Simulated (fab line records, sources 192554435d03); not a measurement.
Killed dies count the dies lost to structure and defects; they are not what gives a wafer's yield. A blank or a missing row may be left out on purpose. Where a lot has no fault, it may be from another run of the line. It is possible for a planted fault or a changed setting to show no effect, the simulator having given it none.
fab line records || flow n5Finfet || part 2 of 2: steps 18 to 27 of 27
[record] {"lots": 5, "wafers": 15, "lastDay": 17}
route steps=1938 shown BEOL_M8@1368
lots untouched by any fault: they come from a run of this same line in which no faults occurred
startH: the number of hours between the record's first day and the start of the first shown wafer of the lot || waitH: time in hours since the lot's previous step || " the same as in the row above || L1.1+2: a single row standing in for several wafers || - no value, or no start given || * or withheld: withheld || < > ~ a bound
route shown NAME@n: NAME is a module with steps in the file, n the number in the route of the first one || usual: mean and standard deviation over wafers with no fault || same: alike in all rows || chamber/n: place in a boat || sites: the reading at each site || _std_site: the values' standard deviation || _edge_site: outer sites' mean less inner sites' || radiusMm: for every site, how far away it sits from the centre of the wafer || mask NAME#n: copy n || behind: the tool/chamber that last shaped the wafer || hold: reason for holding the lot/hours on hold/outcome of the hold || device: which transistor (n, p or np) failed to switch || end of line: tests run on the same wafers once the route is complete || a step given without rows: its recipe and nothing more || killed: the dies lost at the first sort to structure and to defects; this is not the yield of the wafer || map: the dies of a wafer, with x for killed, . for not killed, _ for no die there
set.NAME: setting as actually run; set.NAME@STEP: the setting as run at that earlier step || model.NAME: the simulator's own value behind a step, which no gauge read
lots seen at some steps along the route; tables by step, rows by wafer
services: when a tool's chamber went out of use (startH, in hours from the record's first day, below 0 if earlier), for how many hours, and the reason
[[steps]]
[step N5_BEOL_M8_CD_MEAS_35]
[recipe] {"targetCdNm": 40, "polarity": "opening"}
[usual] {"cdNm": "40.4/0.71"}
{"lot.wafer": "L081.1", "tool": "cdSem-01", "chamber": "-", "startH": 247.71, "waitH": 0.0, "cdNm": 40.1}
{"lot.wafer": "L081.3", "tool": "cdSem-01", "chamber": "-", "startH": 247.71, "waitH": 0.0, "cdNm": 40.0}
{"lot.wafer": "L081.5", "tool": "cdSem-01", "chamber": "-", "startH": 247.71, "waitH": 0.0, "cdNm": 41.1}
{"lot.wafer": "L085.2", "tool": "cdSem-01", "chamber": "-", "startH": 265.57, "waitH": 0.0, "cdNm": 40.9}
{"lot.wafer": "L085.4", "tool": "cdSem-01", "chamber": "-", "startH": 265.57, "waitH": 0.0, "cdNm": 40.5}
{"lot.wafer": "L085.5", "tool": "cdSem-01", "chamber": "-", "startH": 265.57, "waitH": 0.0, "cdNm": 38.9}
{"lot.wafer": "L086.3", "tool": "cdSem-01", "chamber": "-", "startH": 266.63, "waitH": 0.0, "cdNm": 39.4}
{"lot.wafer": "L086.4", "tool": "cdSem-01", "chamber": "-", "startH": 266.63, "waitH": 0.0, "cdNm": 39.9}
{"lot.wafer": "L086.6", "tool": "cdSem-01", "chamber": "-", "startH": 266.63, "waitH": 0.0, "cdNm": 40.5}
{"lot.wafer": "L089.1", "tool": "cdSem-02", "chamber": "-", "startH": 279.11, "waitH": 0.0, "cdNm": 40.9}
{"lot.wafer": "L089.3", "tool": "cdSem-02", "chamber": "-", "startH": 279.11, "waitH": 0.0, "cdNm": 40.9}
{"lot.wafer": "L089.4", "tool": "cdSem-02", "chamber": "-", "startH": 279.11, "waitH": 0.0, "cdNm": 41.1}
{"lot.wafer": "L095.1", "tool": "cdSem-03", "chamber": "-", "startH": 335.41, "waitH": 0.0, "cdNm": 38.9}
{"lot.wafer": "L095.2", "tool": "cdSem-03", "chamber": "-", "startH": 335.41, "waitH": 0.0, "cdNm": 38.6}
{"lot.wafer": "L095.6", "tool": "cdSem-03", "chamber": "-", "startH": 335.41, "waitH": 0.0, "cdNm": 39.4}
[step N5_BEOL_M8_CURE_75]
[recipe] {"tempC": 370, "timeS": 120, "ambient": "DMADMS/He", "material": "SiCOH_lowk"}
[usual] {"lampPowerPct": "52.31/0.051", "wafer_temp_C_max": "371.6/0.59"}
{"lot.wafer": "L081.1", "tool": "uvCure-02", "chamber": 2, "startH": 247.83, "waitH": 0.1, "lampPowerPct": 52.25, "wafer_temp_C_max": 372.1}
{"lot.wafer": "L081.3", "tool": "uvCure-02", "chamber": 2, "startH": 247.83, "waitH": 0.1, "lampPowerPct": 52.33, "wafer_temp_C_max": 371.6}
{"lot.wafer": "L081.5", "tool": "uvCure-02", "chamber": 2, "startH": 247.83, "waitH": 0.1, "lampPowerPct": 52.29, "wafer_temp_C_max": 371.6}
{"lot.wafer": "L085.2", "tool": "uvCure-03", "chamber": 1, "startH": 265.71, "waitH": 0.1, "lampPowerPct": 52.27, "wafer_temp_C_max": 370.9}
{"lot.wafer": "L085.4", "tool": "uvCure-03", "chamber": 1, "startH": 265.71, "waitH": 0.1, "lampPowerPct": 52.30, "wafer_temp_C_max": 371.2}
{"lot.wafer": "L085.5", "tool": "uvCure-03", "chamber": 1, "startH": 265.71, "waitH": 0.1, "lampPowerPct": 52.24, "wafer_temp_C_max": 370.8}
{"lot.wafer": "L086.3", "tool": "uvCure-02", "chamber": 2, "startH": 266.77, "waitH": 0.1, "lampPowerPct": 52.28, "wafer_temp_C_max": 371.6}
{"lot.wafer": "L086.4", "tool": "uvCure-02", "chamber": 2, "startH": 266.77, "waitH": 0.1, "lampPowerPct": 52.29, "wafer_temp_C_max": 371.3}
{"lot.wafer": "L086.6", "tool": "uvCure-02", "chamber": 2, "startH": 266.77, "waitH": 0.1, "lampPowerPct": 52.23, "wafer_temp_C_max": 371.7}
{"lot.wafer": "L089.1", "tool": "uvCure-03", "chamber": 2, "startH": 279.65, "waitH": 0.5, "lampPowerPct": 52.29, "wafer_temp_C_max": 371.2}
{"lot.wafer": "L089.3", "tool": "uvCure-03", "chamber": 2, "startH": 279.65, "waitH": 0.5, "lampPowerPct": 52.39, "wafer_temp_C_max": 370.8}
{"lot.wafer": "L089.4", "tool": "uvCure-03", "chamber": 2, "startH": 279.65, "waitH": 0.5, "lampPowerPct": 52.28, "wafer_temp_C_max": 371.3}
{"lot.wafer": "L095.1", "tool": "uvCure-02", "chamber": 2, "startH": 335.46, "waitH": 0.0, "lampPowerPct": 52.22, "wafer_temp_C_max": 372.0}
{"lot.wafer": "L095.2", "tool": "uvCure-02", "chamber": 2, "startH": 335.46, "waitH": 0.0, "lampPowerPct": 52.30, "wafer_temp_C_max": 371.8}
{"lot.wafer": "L095.6", "tool": "uvCure-02", "chamber": 2, "startH": 335.46, "waitH": 0.0, "lampPowerPct": 52.29, "wafer_temp_C_max": 371.2}
[step N5_BEOL_M8_DEGAS_44]
[recipe] {"ambient": "vacuum", "tempC": 250, "timeS": 60}
[usual] {"heaterPowerW": "322/27"}
{"lot.wafer": "L081.1", "tool": "pvdSputter-02", "chamber": "-", "startH": 248.45, "waitH": 0.5, "heaterPowerW": 320}
{"lot.wafer": "L081.3", "tool": "pvdSputter-02", "chamber": "-", "startH": 248.45, "waitH": 0.5, "heaterPowerW": 336}
{"lot.wafer": "L081.5", "tool": "pvdSputter-02", "chamber": "-", "startH": 248.45, "waitH": 0.5, "heaterPowerW": 310}
{"lot.wafer": "L085.2", "tool": "pvdSputter-03", "chamber": "-", "startH": 266.34, "waitH": 0.5, "heaterPowerW": 334}
{"lot.wafer": "L085.4", "tool": "pvdSputter-03", "chamber": "-", "startH": 266.34, "waitH": 0.5, "heaterPowerW": 312}
{"lot.wafer": "L085.5", "tool": "pvdSputter-03", "chamber": "-", "startH": 266.34, "waitH": 0.5, "heaterPowerW": 321}
{"lot.wafer": "L086.3", "tool": "pvdSputter-02", "chamber": "-", "startH": 267.07, "waitH": 0.2, "heaterPowerW": 312}
{"lot.wafer": "L086.4", "tool": "pvdSputter-02", "chamber": "-", "startH": 267.07, "waitH": 0.2, "heaterPowerW": 285}
{"lot.wafer": "L086.6", "tool": "pvdSputter-02", "chamber": "-", "startH": 267.07, "waitH": 0.2, "heaterPowerW": 287}
{"lot.wafer": "L089.1", "tool": "pvdSputter-02", "chamber": "-", "startH": 280.65, "waitH": 0.9, "heaterPowerW": 341}
{"lot.wafer": "L089.3", "tool": "pvdSputter-02", "chamber": "-", "startH": 280.65, "waitH": 0.9, "heaterPowerW": 316}
{"lot.wafer": "L089.4", "tool": "pvdSputter-02", "chamber": "-", "startH": 280.65, "waitH": 0.9, "heaterPowerW": 330}
{"lot.wafer": "L095.1", "tool": "pvdSputter-03", "chamber": "-", "startH": 335.78, "waitH": 0.3, "heaterPowerW": 282}
{"lot.wafer": "L095.2", "tool": "pvdSputter-03", "chamber": "-", "startH": 335.78, "waitH": 0.3, "heaterPowerW": 314}
{"lot.wafer": "L095.6", "tool": "pvdSputter-03", "chamber": "-", "startH": 335.78, "waitH": 0.3, "heaterPowerW": 336}
[step N5_BEOL_M8_PRE_CLEAN_45]
[recipe] {"gas": "H2/He", "timeS": 30, "tempC": 250}
[usual] {"heaterPowerW": "323/28"}
{"lot.wafer": "L081.1", "tool": "pvdSputter-02", "chamber": "-", "startH": 248.49, "waitH": 0.0, "heaterPowerW": 309}
{"lot.wafer": "L081.3", "tool": "pvdSputter-02", "chamber": "-", "startH": 248.49, "waitH": 0.0, "heaterPowerW": 339}
{"lot.wafer": "L081.5", "tool": "pvdSputter-02", "chamber": "-", "startH": 248.49, "waitH": 0.0, "heaterPowerW": 312}
{"lot.wafer": "L085.2", "tool": "pvdSputter-03", "chamber": "-", "startH": 266.38, "waitH": 0.0, "heaterPowerW": 325}
{"lot.wafer": "L085.4", "tool": "pvdSputter-03", "chamber": "-", "startH": 266.38, "waitH": 0.0, "heaterPowerW": 319}
{"lot.wafer": "L085.5", "tool": "pvdSputter-03", "chamber": "-", "startH": 266.38, "waitH": 0.0, "heaterPowerW": 331}
{"lot.wafer": "L086.3", "tool": "pvdSputter-02", "chamber": "-", "startH": 267.11, "waitH": 0.0, "heaterPowerW": 314}
{"lot.wafer": "L086.4", "tool": "pvdSputter-02", "chamber": "-", "startH": 267.11, "waitH": 0.0, "heaterPowerW": 286}
{"lot.wafer": "L086.6", "tool": "pvdSputter-02", "chamber": "-", "startH": 267.11, "waitH": 0.0, "heaterPowerW": 287}
{"lot.wafer": "L089.1", "tool": "pvdSputter-02", "chamber": "-", "startH": 280.69, "waitH": 0.0, "heaterPowerW": 353}
{"lot.wafer": "L089.3", "tool": "pvdSputter-02", "chamber": "-", "startH": 280.69, "waitH": 0.0, "heaterPowerW": 315}
{"lot.wafer": "L089.4", "tool": "pvdSputter-02", "chamber": "-", "startH": 280.69, "waitH": 0.0, "heaterPowerW": 334}
{"lot.wafer": "L095.1", "tool": "pvdSputter-03", "chamber": "-", "startH": 335.82, "waitH": 0.0, "heaterPowerW": 289}
{"lot.wafer": "L095.2", "tool": "pvdSputter-03", "chamber": "-", "startH": 335.82, "waitH": 0.0, "heaterPowerW": 308}
{"lot.wafer": "L095.6", "tool": "pvdSputter-03", "chamber": "-", "startH": 335.82, "waitH": 0.0, "heaterPowerW": 331}
[step N5_BEOL_M8_ALD_77]
[recipe] {"material": "TaN", "targetThkA": 20, "tempC": 275, "aldPrecursorFamily": "PDMAT", "aldCoReactant": "NH3", "pressureTorr": 3, "carrierFlowSccm": 1500, "pulseTimeS": 2, "purgeTimeS": 3, "coReactantPurgeTimeS": 2, "coReactantPulseTimeS": 3, "aldCycles": 40, "precursorVesselTempC": 75, "precursorVesselPressureTorr": 26.25, "precursorVesselCarrierSccm": 1000}
[usual] {"heaterPowerW": "437/24", "precursorVesselCarrierSccm": "1000.2/2.7"}
[same] {"pulseTimeS": 2, "purgeTimeS": 3}
{"lot.wafer": "L081.1", "tool": "aldMetal-04", "chamber": 3, "startH": 248.55, "waitH": 0.0, "heaterPowerW": 447, "precursorVesselCarrierSccm": 1002.1}
{"lot.wafer": "L081.3", "tool": "aldMetal-04", "chamber": 0, "startH": 248.55, "waitH": 0.0, "heaterPowerW": 397, "precursorVesselCarrierSccm": 1000.3}
{"lot.wafer": "L081.5", "tool": "aldMetal-04", "chamber": 3, "startH": 248.55, "waitH": 0.0, "heaterPowerW": 440, "precursorVesselCarrierSccm": 1001.6}
{"lot.wafer": "L085.2", "tool": "aldMetal-04", "chamber": 1, "startH": 266.46, "waitH": 0.1, "heaterPowerW": 444, "precursorVesselCarrierSccm": 1002.8}
{"lot.wafer": "L085.4", "tool": "aldMetal-04", "chamber": 2, "startH": 266.46, "waitH": 0.1, "heaterPowerW": 448, "precursorVesselCarrierSccm": 1003.2}
{"lot.wafer": "L085.5", "tool": "aldMetal-04", "chamber": 1, "startH": 266.46, "waitH": 0.1, "heaterPowerW": 443, "precursorVesselCarrierSccm": 1000.1}
{"lot.wafer": "L086.3", "tool": "aldMetal-04", "chamber": 2, "startH": 267.40, "waitH": 0.3, "heaterPowerW": 439, "precursorVesselCarrierSccm": 999.9}
{"lot.wafer": "L086.4", "tool": "aldMetal-04", "chamber": 1, "startH": 267.40, "waitH": 0.3, "heaterPowerW": 436, "precursorVesselCarrierSccm": 1000.5}
{"lot.wafer": "L086.6", "tool": "aldMetal-04", "chamber": 1, "startH": 267.40, "waitH": 0.3, "heaterPowerW": 444, "precursorVesselCarrierSccm": 998.6}
{"lot.wafer": "L089.1", "tool": "aldMetal-04", "chamber": 0, "startH": 280.75, "waitH": 0.0, "heaterPowerW": 406, "precursorVesselCarrierSccm": 1002.2}
{"lot.wafer": "L089.3", "tool": "aldMetal-04", "chamber": 1, "startH": 280.75, "waitH": 0.0, "heaterPowerW": 437, "precursorVesselCarrierSccm": 999.9}
{"lot.wafer": "L089.4", "tool": "aldMetal-04", "chamber": 3, "startH": 280.75, "waitH": 0.0, "heaterPowerW": 436, "precursorVesselCarrierSccm": 1001.7}
{"lot.wafer": "L095.1", "tool": "aldMetal-02", "chamber": 3, "startH": 335.88, "waitH": 0.0, "heaterPowerW": 416, "precursorVesselCarrierSccm": 1005.4}
{"lot.wafer": "L095.2", "tool": "aldMetal-02", "chamber": 0, "startH": 335.88, "waitH": 0.0, "heaterPowerW": 425, "precursorVesselCarrierSccm": 999.8}
{"lot.wafer": "L095.6", "tool": "aldMetal-02", "chamber": 2, "startH": 335.88, "waitH": 0.0, "heaterPowerW": 446, "precursorVesselCarrierSccm": 1001.3}
[step N5_BEOL_M8_SURFACE_TREAT_79]
[recipe] {"gas": "Ar", "timeS": "*", "ionEnergyEv": "*", "ionCurrentMaCm2": 0.5, "pressureMtorr": "*", "arFlowSccm": 30}
[usual] {"throttleValvePct": "*"}
{"lot.wafer": "L081.1", "tool": "pvdSputter-03", "chamber": "-", "startH": 248.84, "waitH": 0.2, "throttleValvePct": "*"}
{"lot.wafer": "L081.3", "tool": "pvdSputter-03", "chamber": "-", "startH": 248.84, "waitH": 0.2, "throttleValvePct": "*"}
{"lot.wafer": "L081.5", "tool": "pvdSputter-03", "chamber": "-", "startH": 248.84, "waitH": 0.2, "throttleValvePct": "*"}
{"lot.wafer": "L085.2", "tool": "pvdSputter-01", "chamber": "-", "startH": 266.78, "waitH": 0.2, "throttleValvePct": "*"}
{"lot.wafer": "L085.4", "tool": "pvdSputter-01", "chamber": "-", "startH": 266.78, "waitH": 0.2, "throttleValvePct": "*"}
{"lot.wafer": "L085.5", "tool": "pvdSputter-01", "chamber": "-", "startH": 266.78, "waitH": 0.2, "throttleValvePct": "*"}
{"lot.wafer": "L086.3", "tool": "pvdSputter-03", "chamber": "-", "startH": 268.92, "waitH": 1.4, "throttleValvePct": "*"}
{"lot.wafer": "L086.4", "tool": "pvdSputter-03", "chamber": "-", "startH": 268.92, "waitH": 1.4, "throttleValvePct": "*"}
{"lot.wafer": "L086.6", "tool": "pvdSputter-03", "chamber": "-", "startH": 268.92, "waitH": 1.4, "throttleValvePct": "*"}
{"lot.wafer": "L089.1", "tool": "pvdSputter-02", "chamber": "-", "startH": 281.33, "waitH": 0.4, "throttleValvePct": "*"}
{"lot.wafer": "L089.3", "tool": "pvdSputter-02", "chamber": "-", "startH": 281.33, "waitH": 0.4, "throttleValvePct": "*"}
{"lot.wafer": "L089.4", "tool": "pvdSputter-02", "chamber": "-", "startH": 281.33, "waitH": 0.4, "throttleValvePct": "*"}
{"lot.wafer": "L095.1", "tool": "pvdSputter-02", "chamber": "-", "startH": 336.49, "waitH": 0.5, "throttleValvePct": "*"}
{"lot.wafer": "L095.2", "tool": "pvdSputter-02", "chamber": "-", "startH": 336.49, "waitH": 0.5, "throttleValvePct": "*"}
{"lot.wafer": "L095.6", "tool": "pvdSputter-02", "chamber": "-", "startH": 336.49, "waitH": 0.5, "throttleValvePct": "*"}
[step N5_BEOL_M8_CVD_78]
[recipe] {"material": "Co", "targetThkA": 20, "tempC": "withheld", "precursor": "CCTBA/H2", "pressureTorr": 30, "timeS": 142.3}
{"lot.wafer": "L081.1+3+5", "tool": "cvdCo-01", "chamber": "0,1,2", "startH": 249.02, "waitH": 0.2}
{"lot.wafer": "L085.2+4+5", "tool": "cvdCo-02", "chamber": "0,1,0", "startH": 266.86, "waitH": 0.1}
{"lot.wafer": "L086.3+4+6", "tool": "cvdCo-02", "chamber": "1,1,2", "startH": 269.16, "waitH": 0.2}
{"lot.wafer": "L089.1+3+4", "tool": "cvdCo-01", "chamber": "1,0,0", "startH": 281.41, "waitH": 0.1}
{"lot.wafer": "L095.1+2+6", "tool": "cvdCo-01", "chamber": "0,2,0", "startH": 336.78, "waitH": 0.3}
[step N5_BEOL_M8_SPUTTER_48]
[recipe] {"material": "Cu", "targetThkA": 100, "tempC": -20, "biasV": 60, "powerW": 26000, "chamberPressurePa": 0.13, "timeS": 1.667}
[usual] {"chuckGasFlowSccm": "1.26/0.056", "throttleValvePct": "30.2/0.99"}
{"lot.wafer": "L081.1", "tool": "pvdSputter-03", "chamber": "-", "startH": 249.27, "waitH": 0.2, "chuckGasFlowSccm": 1.23, "throttleValvePct": 28.4}
{"lot.wafer": "L081.3", "tool": "pvdSputter-03", "chamber": "-", "startH": 249.27, "waitH": 0.2, "chuckGasFlowSccm": 1.16, "throttleValvePct": 30.3}
{"lot.wafer": "L081.5", "tool": "pvdSputter-03", "chamber": "-", "startH": 249.27, "waitH": 0.2, "chuckGasFlowSccm": 1.14, "throttleValvePct": 30.0}
{"lot.wafer": "L085.2", "tool": "pvdSputter-03", "chamber": "-", "startH": 267.00, "waitH": 0.1, "chuckGasFlowSccm": 1.25, "throttleValvePct": 29.6}
{"lot.wafer": "L085.4", "tool": "pvdSputter-03", "chamber": "-", "startH": 267.00, "waitH": 0.1, "chuckGasFlowSccm": 1.23, "throttleValvePct": 29.9}
{"lot.wafer": "L085.5", "tool": "pvdSputter-03", "chamber": "-", "startH": 267.00, "waitH": 0.1, "chuckGasFlowSccm": 1.17, "throttleValvePct": 30.2}
{"lot.wafer": "L086.3", "tool": "pvdSputter-03", "chamber": "-", "startH": 269.28, "waitH": 0.1, "chuckGasFlowSccm": 1.19, "throttleValvePct": 30.2}
{"lot.wafer": "L086.4", "tool": "pvdSputter-03", "chamber": "-", "startH": 269.28, "waitH": 0.1, "chuckGasFlowSccm": 1.32, "throttleValvePct": 28.7}
{"lot.wafer": "L086.6", "tool": "pvdSputter-03", "chamber": "-", "startH": 269.28, "waitH": 0.1, "chuckGasFlowSccm": 1.29, "throttleValvePct": 28.3}
{"lot.wafer": "L089.1", "tool": "pvdSputter-02", "chamber": "-", "startH": 281.53, "waitH": 0.1, "chuckGasFlowSccm": 1.29, "throttleValvePct": 30.9}
{"lot.wafer": "L089.3", "tool": "pvdSputter-02", "chamber": "-", "startH": 281.53, "waitH": 0.1, "chuckGasFlowSccm": 1.22, "throttleValvePct": 31.6}
{"lot.wafer": "L089.4", "tool": "pvdSputter-02", "chamber": "-", "startH": 281.53, "waitH": 0.1, "chuckGasFlowSccm": 1.28, "throttleValvePct": 29.5}
{"lot.wafer": "L095.1", "tool": "pvdSputter-01", "chamber": "-", "startH": 337.91, "waitH": 1.1, "chuckGasFlowSccm": 1.31, "throttleValvePct": 31.2}
{"lot.wafer": "L095.2", "tool": "pvdSputter-01", "chamber": "-", "startH": 337.91, "waitH": 1.1, "chuckGasFlowSccm": 1.28, "throttleValvePct": 29.0}
{"lot.wafer": "L095.6", "tool": "pvdSputter-01", "chamber": "-", "startH": 337.91, "waitH": 1.1, "chuckGasFlowSccm": 1.27, "throttleValvePct": 31.4}
[step N5_BEOL_M8_ECD_50]
[recipe] {"material": "Cu", "targetThkA": 3000}
{"lot.wafer": "L081.1+3+5", "tool": "ecdCu-02", "chamber": "0,1,1", "startH": 249.39, "waitH": 0.1}
{"lot.wafer": "L085.2+4+5", "tool": "ecdCu-02", "chamber": "0,0,1", "startH": 267.18, "waitH": 0.1}
{"lot.wafer": "L086.3+4+6", "tool": "ecdCu-01", "chamber": "0,1,0", "startH": 269.51, "waitH": 0.2}
{"lot.wafer": "L089.1+3+4", "tool": "ecdCu-01", "chamber": "0,0,1", "startH": 281.65, "waitH": 0.1}
{"lot.wafer": "L095.1+2+6", "tool": "ecdCu-02", "chamber": "0,1,0", "startH": 338.03, "waitH": 0.1}
[step N5_BEOL_M8_ANNEAL_51]
[recipe] {"tempC": 225, "timeS": 90, "ambient": "N2"}
[usual] {"wafer_temp_C_max": "225.9/0.36"}
{"lot.wafer": "L081.1", "tool": "rtpAnneal-02", "chamber": 0, "startH": 249.96, "waitH": 0.5, "wafer_temp_C_max": 226.6}
{"lot.wafer": "L081.3", "tool": "rtpAnneal-02", "chamber": 0, "startH": 249.96, "waitH": 0.5, "wafer_temp_C_max": 226.2}
{"lot.wafer": "L081.5", "tool": "rtpAnneal-02", "chamber": 0, "startH": 249.96, "waitH": 0.5, "wafer_temp_C_max": 226.9}
{"lot.wafer": "L085.2", "tool": "rtpAnneal-01", "chamber": 0, "startH": 267.52, "waitH": 0.3, "wafer_temp_C_max": 225.9}
{"lot.wafer": "L085.4", "tool": "rtpAnneal-01", "chamber": 0, "startH": 267.52, "waitH": 0.3, "wafer_temp_C_max": 225.5}
{"lot.wafer": "L085.5", "tool": "rtpAnneal-01", "chamber": 0, "startH": 267.52, "waitH": 0.3, "wafer_temp_C_max": 226.1}
{"lot.wafer": "L086.3", "tool": "rtpAnneal-01", "chamber": 0, "startH": 270.05, "waitH": 0.5, "wafer_temp_C_max": 225.5}
{"lot.wafer": "L086.4", "tool": "rtpAnneal-01", "chamber": 0, "startH": 270.05, "waitH": 0.5, "wafer_temp_C_max": 225.4}
{"lot.wafer": "L086.6", "tool": "rtpAnneal-01", "chamber": 0, "startH": 270.05, "waitH": 0.5, "wafer_temp_C_max": 225.6}
{"lot.wafer": "L089.1", "tool": "rtpAnneal-01", "chamber": 0, "startH": 281.74, "waitH": 0.1, "wafer_temp_C_max": 225.6}
{"lot.wafer": "L089.3", "tool": "rtpAnneal-01", "chamber": 0, "startH": 281.74, "waitH": 0.1, "wafer_temp_C_max": 225.6}
{"lot.wafer": "L089.4", "tool": "rtpAnneal-01", "chamber": 0, "startH": 281.74, "waitH": 0.1, "wafer_temp_C_max": 226.0}
{"lot.wafer": "L095.1", "tool": "rtpAnneal-01", "chamber": 0, "startH": 338.48, "waitH": 0.4, "wafer_temp_C_max": 225.2}
{"lot.wafer": "L095.2", "tool": "rtpAnneal-01", "chamber": 0, "startH": 338.48, "waitH": 0.4, "wafer_temp_C_max": 225.5}
{"lot.wafer": "L095.6", "tool": "rtpAnneal-01", "chamber": 0, "startH": 338.48, "waitH": 0.4, "wafer_temp_C_max": 225.6}
[[services]]
{"tool": "rieDiel-04", "chamber": "-", "startH": 235.24, "hours": 2.8, "kind": "pm"}
{"tool": "uvCure-02", "chamber": "-", "startH": 236.62, "hours": 2.6, "kind": "repair"}
{"tool": "uvCure-03", "chamber": "-", "startH": 240.20, "hours": 2.1, "kind": "pm"}
{"tool": "rieDiel-04", "chamber": "-", "startH": 240.99, "hours": 2.6, "kind": "repair"}
{"tool": "rieDiel-05", "chamber": 1, "startH": 254.24, "hours": 8.0, "kind": "repair"}
{"tool": "cvdCo-02", "chamber": "-", "startH": 257.77, "hours": 2.8, "kind": "pm"}
{"tool": "rieDiel-01", "chamber": 0, "startH": 269.87, "hours": 1.4, "kind": "repair"}
{"tool": "uvCure-03", "chamber": "-", "startH": 270.87, "hours": 6.0, "kind": "pm"}
{"tool": "ecdCu-02", "chamber": "-", "startH": 272.62, "hours": 4.4, "kind": "pm"}
{"tool": "rieDiel-05", "chamber": "-", "startH": 282.41, "hours": 10.9, "kind": "repair"}
{"tool": "aldMetal-04", "chamber": 3, "startH": 287.21, "hours": 2.9, "kind": "repair"}
{"tool": "cvdCo-02", "chamber": 0, "startH": 288.99, "hours": 4.1, "kind": "repair"}
{"tool": "rieDiel-04", "chamber": 3, "startH": 299.41, "hours": "-", "kind": "clean"}
{"tool": "rieDiel-05", "chamber": 2, "startH": 299.44, "hours": 23.6, "kind": "repair"}
{"tool": "ecdCu-01", "chamber": "-", "startH": 305.05, "hours": 3.3, "kind": "repair"}
{"tool": "uvCure-02", "chamber": "-", "startH": 310.58, "hours": 0.2, "kind": "repair"}
{"tool": "rieDiel-01", "chamber": 1, "startH": 317.11, "hours": "-", "kind": "clean"}
{"tool": "rieDiel-01", "chamber": 1, "startH": 317.11, "hours": "-", "kind": "consumableReplace:focusRing"}
{"tool": "rieDiel-01", "chamber": 1, "startH": 317.11, "hours": 17.8, "kind": "scheduledDown"}
{"tool": "rieDiel-01", "chamber": 1, "startH": 317.11, "hours": 17.8, "kind": "ventCycle"}
{"tool": "rieDiel-05", "chamber": 1, "startH": 319.97, "hours": 6.9, "kind": "repair"}
{"tool": "rieDiel-04", "chamber": 2, "startH": 320.59, "hours": 4.6, "kind": "repair"}
{"tool": "ecdCu-02", "chamber": "-", "startH": 322.89, "hours": 4.8, "kind": "repair"}
{"tool": "aldMetal-04", "chamber": "-", "startH": 337.25, "hours": 14.0, "kind": "pm"}
